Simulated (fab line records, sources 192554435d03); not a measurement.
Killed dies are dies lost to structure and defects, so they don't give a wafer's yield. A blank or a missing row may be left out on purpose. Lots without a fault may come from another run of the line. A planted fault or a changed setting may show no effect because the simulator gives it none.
Chamber matching | flow n5_finfet | N5_BEOL_M8_DESCUM_33 on rie_diel-05: 4 sister chambers
The step chemistry O2, time 7 s. 4 wafers are shown with their chamber, then 9 later ones without.

WAFERS WITH THEIR CHAMBER
wafer  | chamber | throttle_valve_pct (%)
L087.6 | 0       | 20.05
L090.3 | 2       | 20.31
L090.4 | 3       | 20.46
L090.5 | 1       | 20.77

WAFERS WITHOUT THEIR CHAMBER
wafer  | throttle_valve_pct (%)
L091.2 | 20.48
L091.4 | 20.32
L091.6 | 20.32
L096.3 | 20.34
L096.4 | 20.09
L096.5 | 20.76
L095.2 | 20.35
L095.3 | 20.10
L095.4 | 20.79

WHICH CHAMBER EACH WENT THROUGH
wafer  | from the rows above | in truth
L091.2 | 3                   | 3
L091.4 | 2                   | 2
L091.6 | 2                   | 2
L096.3 | 2                   | 2
L096.4 | 0                   | 0
L096.5 | 1                   | 1
L095.2 | 2                   | 2
L095.3 | 0                   | 0
L095.4 | 1                   | 1
Placed correctly: 9 of 9. Can't be placed from these rows: 0. Placed wrongly: 0.
How it was worked out, from the rows above alone: a wafer's distance from a chamber is the root of the sum, over the readings, of the square of ((its reading less the chamber's mean) divided by the reading's scatter). The wafer belongs to the nearest chamber; if the next one is less than 2 further off, it can't be placed. A chamber's mean is the mean of its shown wafers. The scatter: with one shown wafer a chamber, the root of the mean of the squares of how far each hidden wafer lies from its nearest shown one.
